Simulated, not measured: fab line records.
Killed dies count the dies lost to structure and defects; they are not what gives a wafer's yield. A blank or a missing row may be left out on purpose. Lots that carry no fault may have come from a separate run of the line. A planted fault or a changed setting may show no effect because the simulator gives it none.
fab line records	flow n5_finfet
record: lots: 7	wafers: 21
route steps=1938 shown BEOL_M4@1048 BEOL_M5@1139 BEOL_M6@1198
start_h: hours from the record's first day to the start of the lot's first wafer shown	wait_h: hours since the lot's step before	" identical to the entry in the row above	L1.1+2: a row that stands for several wafers	- no value present, or no start provided	* or withheld: withheld	< > ~ a bound
route shown NAME@n: NAME is a module with steps in the file, n the number in the route of the first one	usual: mean/standard deviation of fault-free wafers	same: alike in all rows	chamber/n: place in a boat	sites: each site's reading	_std_site: how widely they spread, as a standard deviation	_edge_site: the outer-site mean with the inner-site mean subtracted	radius_mm: how far each site lies from the wafer's centre	mask NAME#n: copy n	behind: tool/chamber where the wafer was last shaped	hold: cause of the lot's hold/its duration in hours/its outcome	device: transistor that didn't switch, given as n, p or np	end of line: tests of these same wafers at the route's end	step lacking rows: just its recipe	killed: dies that structure and defects cost at the first sort, which is not the same as the wafer's yield	map: dies across one wafer; x = killed, . = not, _ = none there
set.NAME: the run value of the setting; set.NAME@STEP: its run value at that earlier step	model.NAME: the simulator's own value behind a step, which no gauge read
lots with deliberately changed settings; one table per step, one row per wafer
== steps ==
step: N5_BEOL_M4_COAT_68
recipe: resist: SiARC	temp_c: 220	time_s: 60	spin_rpm: 1500	resist_thk_nm: 12
lot.wafer	tool	chamber	start_h	wait_h	set.spin_rpm	model.SiARC_of_BEOL_M4_COAT_68.thk_nm
L076.1+4	litho_track-02	0	-	-	1546	11.8
L076.6	"	0	"	"	1500	12
L081.1+2	litho_track-04	0	-	-	1500	12
L081.3	"	0	"	"	1644	11.4
L083.1+4	litho_track-04	0	-	-	1665	11.4
L083.5	"	0	"	"	1500	12
L088.1+2+3	litho_track-04	0	-	-	1583	11.6
L089.3+4+6	litho_track-02	0	-	-	1500	12
L096.1+4+6	litho_track-02	0	-	-	1500	12
L097.3+6	litho_track-05	0	-	-	1456	12.2
L097.4	"	0	"	"	1500	12
step: N5_BEOL_M4_COAT_22
recipe: resist: CAR-EUV	spin_rpm: 1500	resist_thk_nm: 30
lot.wafer	tool	chamber	start_h	wait_h	set.spin_rpm	model.CAR-EUV_of_BEOL_M4_COAT_22.thk_nm
L076.1	litho_track-02	0	-	-	1368	31.4
L076.4+6	"	0	"	"	1500	30
L081.1+3	litho_track-04	0	-	-	1500	30
L081.2	"	0	"	"	1652	28.6
L083.1	litho_track-04	0	-	-	1500	29.8
L083.4	"	0	"	"	1437	30.6
L083.5	"	0	"	"	1437	30.4
L088.1	litho_track-04	0	-	-	1500	30
L088.2+3	"	0	"	"	1378	31.2
L089.3	litho_track-02	0	-	-	1500	30
L089.4+6	"	0	"	"	1626	28.8
L096.1+4+6	litho_track-02	0	-	-	1500	29.8
L097.3+4+6	litho_track-05	0	-	-	1500	30
step: N5_BEOL_M4_EBR_24
recipe: solvent: PGMEA	ebr_width_mm: 1.5
step: N5_BEOL_M4_SOFTBAKE_23
recipe: temp_c: 110	time_s: 60	resist: CAR-EUV
step: N5_BEOL_M4_DESCUM_33
recipe: chemistry: O2	time_s: 7	source_power_w: 50	bias_power_w: 20	pressure_mtorr: 20	rf_frequency_hz: 2.712e+07	temp_c: 40	resist: CAR-EUV	o2_flow_sccm: 225
lot.wafer	tool	chamber	start_h	wait_h	set.spin_rpm@BEOL_M4_COAT_22	model.CAR-EUV_of_BEOL_M4_COAT_22.thk_nm
L076.1	rie_diel-02	3	175.55	0.0	1368	27.4
L076.4+6	"	1,3	"	"	1500	26
L081.1	rie_diel-01	2	200.45	0.0	1500	26
L081.2	"	3	"	"	1652	24.8
L081.3	"	1	"	"	1500	26.2
L083.1	rie_diel-01	0	203.49	0.0	1500	25.8
L083.4	"	3	"	"	1437	26.6
L083.5	"	2	"	"	1437	26.4
L088.1	rie_diel-06	0	241.34	0.0	1500	26
L088.2+3	"	3,2	"	"	1378	27.2
L089.3	rie_diel-01	2	242.52	0.4	1500	26
L089.4+6	"	3,0	"	"	1626	25
L096.1+4	rie_diel-06	0,3	288.38	0.0	1500	25.8
L096.6	"	1	"	"	1500	26
L097.3+4	rie_diel-01	2,1	288.63	0.1	1500	26
L097.6	"	0	"	"	1500	26.2
step: N5_BEOL_M4_ETCH_77
recipe: chemistry: N2/H2	target: underlayer	target_depth_a: 65	mask_material: CAR-EUV	time_s: 5.2	ion_energy_ev: 200	pressure_mtorr: 30	source_w: 840	bias_w: 150	n2_flow_sccm: 200	h2_flow_sccm: 200	ends: cleared
step: N5_BEOL_M4_ETCH_69
recipe: chemistry: CF4	target: SiARC	target_depth_a: 156	mask_material: CAR-EUV	time_s: 26	ion_energy_ev: 80	pressure_mtorr: 40	source_w: 545	bias_w: 36	Ar_flow_sccm: 100	cf4_flow_sccm: 100	ends: cleared
lot.wafer	tool	chamber	start_h	wait_h	set.spin_rpm@BEOL_M4_COAT_68	model.etch.depth_nm
L076.1	rie_diel-02	3	175.60	0.0	1546	11.81
L076.4	"	1	"	"	1546	11.84
L076.6	"	3	"	"	1500	12.03
L081.1	rie_diel-01	2	200.50	0.0	1500	12.04
L081.2	"	3	"	"	1500	12.01
L081.3	"	1	"	"	1644	11.5
L083.1	rie_diel-01	0	203.54	0.0	1665	11.43
L083.4	"	3	"	"	1665	11.42
L083.5	"	2	"	"	1500	12.04
L088.1	rie_diel-06	0	241.39	0.0	1583	11.69
L088.2+3	"	3,2	"	"	1583	11.68
L089.3	rie_diel-01	2	242.57	0.0	1500	11.95
L089.4	"	3	"	"	1500	11.94
L089.6	"	0	"	"	1500	11.92
L096.1	rie_diel-06	0	288.43	0.0	1500	11.99
L096.4+6	"	3,1	"	"	1500	12
L097.3	rie_diel-01	2	288.69	0.0	1456	12.16
L097.4	"	1	"	"	1500	11.99
L097.6	"	0	"	"	1456	12.17
step: N5_BEOL_M5_COAT_65
recipe: resist: SOC	temp_c: 250	time_s: 60	spin_rpm: 1500	resist_thk_nm: 60
lot.wafer	tool	chamber	start_h	wait_h	set.spin_rpm	model.SOC_of_BEOL_M5_COAT_65.thk_nm
L076.1+6	litho_track-04	0	186.87	1.8	1500	60
L076.4	"	0	"	"	1619	57.8
L081.1	litho_track-01	0	210.58	0.0	1500	60
L081.2+3	"	0	"	"	1500	59.8
L083.1+5	litho_track-01	0	212.98	0.8	1500	60
L083.4	"	0	"	"	1500	59.8
L088.1	litho_track-04	0	249.65	0.0	1500	60.2
L088.2+3	"	0	"	"	1500	60
L089.3	litho_track-03	0	253.16	1.0	1500	60.4
L089.4	"	0	"	"	1500	60.2
L089.6	"	0	"	"	1643	57.6
L096.1+6	litho_track-01	0	301.96	2.6	1500	60.2
L096.4	"	0	"	"	1500	60
L097.3	litho_track-04	0	319.18	0.4	1500	60.2
L097.4+6	"	0	"	"	1413	62
step: N5_BEOL_M5_COAT_66
recipe: resist: SiARC	temp_c: 220	time_s: 60	spin_rpm: 1500	resist_thk_nm: 12
lot.wafer	tool	chamber	start_h	wait_h	set.spin_rpm	model.SiARC_of_BEOL_M5_COAT_66.thk_nm
L076.1+4	litho_track-04	0	-	-	1364	12.6
L076.6	"	0	"	"	1500	12
L081.1+3	litho_track-01	0	-	-	1645	11.4
L081.2	"	0	"	"	1500	12
L083.1+4	litho_track-01	0	-	-	1500	12
L083.5	"	0	"	"	1633	11.4
L088.1+2	litho_track-04	0	-	-	1500	12
L088.3	"	0	"	"	1576	11.8
L089.3+4+6	litho_track-03	0	-	-	1500	12
L096.1+4+6	litho_track-01	0	-	-	1500	12
L097.3+4	litho_track-04	0	-	-	1500	12
L097.6	"	0	"	"	1543	11.8
step: N5_BEOL_M5_COAT_74
recipe: resist: underlayer	temp_c: 205	time_s: 60	spin_rpm: 1500	resist_thk_nm: 5
step: N5_BEOL_M5_COAT_22
recipe: resist: CAR-EUV	spin_rpm: 1500	resist_thk_nm: 30
step: N5_BEOL_M5_DESCUM_33
recipe: chemistry: O2	time_s: 7	source_power_w: 50	bias_power_w: 20	pressure_mtorr: 20	rf_frequency_hz: 2.712e+07	temp_c: 40	resist: CAR-EUV	o2_flow_sccm: 225
step: N5_BEOL_M5_ETCH_75
recipe: chemistry: N2/H2	target: underlayer	target_depth_a: 65	mask_material: CAR-EUV	time_s: 5.2	ion_energy_ev: 200	pressure_mtorr: 30	source_w: 840	bias_w: 150	n2_flow_sccm: 200	h2_flow_sccm: 200	ends: cleared
step: N5_BEOL_M5_ETCH_67
recipe: chemistry: CF4	target: SiARC	target_depth_a: 156	mask_material: CAR-EUV	time_s: 26	ion_energy_ev: 80	pressure_mtorr: 40	source_w: 545	bias_w: 36	Ar_flow_sccm: 100	cf4_flow_sccm: 100	ends: cleared
usual: etch_rf_on_time_s: 25.9/0.41
lot.wafer	tool	chamber	start_h	wait_h	set.spin_rpm@BEOL_M5_COAT_66	etch_rf_on_time_s	model.etch.depth_nm	model.CAR-EUV_of_BEOL_M5_COAT_22.thk_nm
L076.1	rie_diel-03	2	187.41	0.0	1364	27.7	12.61	10.8
L076.4	"	2	"	"	1364	27.8	12.6	10.8
L076.6	"	1	"	"	1500	26.0	12.02	11
L081.1	rie_diel-04	1	211.16	0.0	1645	24.8	11.47	11.6
L081.2	"	0	"	"	1500	26.0	11.99	11.2
L081.3	"	3	"	"	1645	24.9	11.45	11.6
L083.1	rie_diel-03	1	213.44	0.0	1500	25.8	12.01	11
L083.4	"	0	"	"	1500	25.9	12.02	11.2
L083.5	"	2	"	"	1633	24.8	11.49	11.6
L088.1	rie_diel-04	2	250.20	0.0	1500	26.5	12.02	11.2
L088.2	"	1	"	"	1500	26.0	12	11.2
L088.3	"	3	"	"	1576	25.4	11.7	11.4
L089.3	rie_diel-05	2	253.61	0.0	1500	25.3	11.97	11
L089.4	"	3	"	"	1500	26.3	11.97	11.2
L089.6	"	2	"	"	1500	25.2	12.02	11
L096.1	rie_diel-04	1	302.97	0.0	1500	26.0	11.94	11
L096.4	"	2	"	"	1500	26.1	11.92	11.2
L096.6	"	2	"	"	1500	26.2	11.94	11.2
L097.3	rie_diel-04	0	319.78	0.0	1500	25.9	12	11
L097.4	"	2	"	"	1500	26.7	12	11
L097.6	"	1	"	"	1543	25.8	11.83	11.2
step: N5_BEOL_M5_ETCH_68
recipe: chemistry: N2/H2	target: SOC	target_depth_a: 800	overetch_a: 160	mask_material: SiARC	temp_c: 40	time_s: 120	ion_energy_ev: 200	pressure_mtorr: 30	source_w: 840	bias_w: 150	n2_flow_sccm: 200	h2_flow_sccm: 200
lot.wafer	tool	chamber	start_h	wait_h	set.spin_rpm@BEOL_M5_COAT_65	set.spin_rpm@BEOL_M5_COAT_66	model.etch.depth_nm	model.SiARC_of_BEOL_M5_COAT_66.thk_nm
L076.1	rie_diel-03	2	187.44	0.0	1500	1364	60.02	7
L076.4	"	2	"	"	1619	1364	57.72	7
L076.6	"	1	"	"	1500	1500	59.92	6.4
L081.1	rie_diel-04	1	211.19	0.0	1500	1645	60.01	6
L081.2	"	0	"	"	1500	1500	59.72	6.4
L081.3	"	3	"	"	1500	1645	59.81	5.8
L083.1	rie_diel-03	1	213.47	0.0	1500	1500	59.98	6.4
L083.4	"	0	"	"	1500	1500	59.7	6.4
L083.5	"	2	"	"	1500	1633	59.97	5.8
L088.1	rie_diel-04	2	250.23	0.0	1500	1500	60.11	6.6
L088.2	"	1	"	"	1500	1500	59.98	6.6
L088.3	"	3	"	"	1500	1576	60.06	6.2
L089.3	rie_diel-05	2	253.64	0.0	1500	1500	60.47	6.4
L089.4	"	3	"	"	1500	1500	60.22	6.6
L089.6	"	2	"	"	1643	1500	57.69	6.4
L096.1	rie_diel-04	1	303.00	0.0	1500	1500	60.19	6.4
L096.4	"	2	"	"	1500	1500	60.01	6.6
L096.6	"	2	"	"	1500	1500	60.22	6.6
L097.3	rie_diel-04	0	319.81	0.0	1500	1500	60.11	6.4
L097.4	"	2	"	"	1413	1500	61.98	6.6
L097.6	"	1	"	"	1413	1543	61.93	6.4
step: N5_BEOL_M5_STRIP_69
recipe: chemistry: N2/H2	temp_c: 40	n2_flow_sccm: 200	h2_flow_sccm: 200	rf_frequency_hz: 6e+07
step: N5_BEOL_M5_STRIP_76
recipe: chemistry: N2/H2	temp_c: 40	n2_flow_sccm: 200	h2_flow_sccm: 200	rf_frequency_hz: 6e+07
step: N5_BEOL_M5_VIA_ETCH_34
recipe: chemistry: C4F6/O2	target: SiCOH_lowk	target_depth_a: 883	mask_material: SOC	taper_deg: 4	time_s: 39.2	ion_energy_ev: 250	pressure_mtorr: 30	source_w: 345	bias_w: 185	Ar_flow_sccm: 300	C4F6_flow_sccm: 10	O2_flow_sccm: 10
lot.wafer	tool	chamber	start_h	wait_h	set.spin_rpm@BEOL_M5_COAT_65	model.SOC_of_BEOL_M5_COAT_65.thk_nm
L076.1	rie_diel-03	2	187.54	0.0	1500	56
L076.4	"	2	"	"	1619	53.6
L076.6	"	1	"	"	1500	55.8
L081.1	rie_diel-04	1	211.29	0.0	1500	55.8
L081.2+3	"	0,3	"	"	1500	55.6
L083.1+5	rie_diel-03	1,2	213.57	0.0	1500	55.8
L083.4	"	0	"	"	1500	55.6
L088.1	rie_diel-04	2	250.33	0.0	1500	56.2
L088.2+3	"	1,3	"	"	1500	55.8
L089.3+4	rie_diel-05	2,3	253.74	0.0	1500	56.2
L089.6	"	2	"	"	1643	53.4
L096.1+4	rie_diel-04	1,2	303.10	0.0	1500	56
L096.6	"	2	"	"	1500	56.2
L097.3	rie_diel-04	0	319.91	0.0	1500	56
L097.4	"	2	"	"	1413	58
L097.6	"	1	"	"	1413	57.8
step: N5_BEOL_M6_HM_DEP_02
recipe: material: TiN	target_thk_a: 200	temp_c: 25	chamber_pressure_pa: 0.49996
lot.wafer	tool	chamber	start_h	wait_h	set.target_thk_a	model.TiN_of_BEOL_M6_HM_DEP_02.thk_nm
L076.1+4+6	pvd_sputter-03	-	197.81	1.7	200	19.8
L081.1	pvd_sputter-02	-	221.28	0.8	222.8	22.4
L081.2	"	-	"	"	222.8	22.6
L081.3	"	-	"	"	200	20.2
L083.1	pvd_sputter-03	-	223.79	0.1	200	20.2
L083.4	"	-	"	"	200	20
L083.5	"	-	"	"	200	20.4
L088.1+3	pvd_sputter-03	-	260.40	1.9	200	20.2
L088.2	"	-	"	"	200	20
L089.3	pvd_sputter-01	-	262.56	0.1	200	20.2
L089.4	"	-	"	"	187.3	19.2
L089.6	"	-	"	"	187.3	18.8
L096.1+4+6	pvd_sputter-01	-	312.60	0.0	200	20.4
L097.3	pvd_sputter-01	-	329.58	0.0	200	19.8
L097.4	"	-	"	"	200	20.2
L097.6	"	-	"	"	200	20
== key ==
split: step: N5_BEOL_M4_COAT_68	setting: spin_rpm	stated: 1500	by: wafer
response: step: N5_BEOL_M4_COAT_68	reading: model.SiARC_of_BEOL_M4_COAT_68.thk_nm	change: -0.0587	per: 1%	r: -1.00
response: step: N5_BEOL_M4_ETCH_69	reading: model.etch.depth_nm	change: -0.0562	per: 1%	r: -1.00
split: step: N5_BEOL_M4_COAT_22	setting: spin_rpm	stated: 1500	by: wafer
response: step: N5_BEOL_M4_COAT_22	reading: model.CAR-EUV_of_BEOL_M4_COAT_22.thk_nm	change: -0.147	per: 1%	r: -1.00
response: step: N5_BEOL_M4_DESCUM_33	reading: model.CAR-EUV_of_BEOL_M4_COAT_22.thk_nm	change: -0.139	per: 1%	r: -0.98
split: step: N5_BEOL_M5_COAT_65	setting: spin_rpm	stated: 1500	by: wafer
response: step: N5_BEOL_M5_COAT_65	reading: model.SOC_of_BEOL_M5_COAT_65.thk_nm	change: -0.286	per: 1%	r: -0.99
response: step: N5_BEOL_M5_ETCH_68	reading: model.etch.depth_nm	change: -0.288	per: 1%	r: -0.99
response: step: N5_BEOL_M5_VIA_ETCH_34	reading: model.SOC_of_BEOL_M5_COAT_65.thk_nm	change: -0.299	per: 1%	r: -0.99
split: step: N5_BEOL_M5_COAT_66	setting: spin_rpm	stated: 1500	by: wafer
response: step: N5_BEOL_M5_COAT_66	reading: model.SiARC_of_BEOL_M5_COAT_66.thk_nm	change: -0.063	per: 1%	r: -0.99
response: step: N5_BEOL_M5_ETCH_67	reading: etch_rf_on_time_s	change: *	per: 1%	r: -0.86
response: step: N5_BEOL_M5_ETCH_67	reading: model.etch.depth_nm	change: -0.0591	per: 1%	r: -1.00
response: step: N5_BEOL_M5_ETCH_67	reading: model.CAR-EUV_of_BEOL_M5_COAT_22.thk_nm	change: +0.0406	per: 1%	r: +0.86
response: step: N5_BEOL_M5_ETCH_68	reading: model.SiARC_of_BEOL_M5_COAT_66.thk_nm	change: -0.0621	per: 1%	r: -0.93
split: step: N5_BEOL_M6_HM_DEP_02	setting: target_thk_a	stated: 200	by: wafer
response: step: N5_BEOL_M6_HM_DEP_02	reading: model.TiN_of_BEOL_M6_HM_DEP_02.thk_nm	change: +0.199	per: 1%	r: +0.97
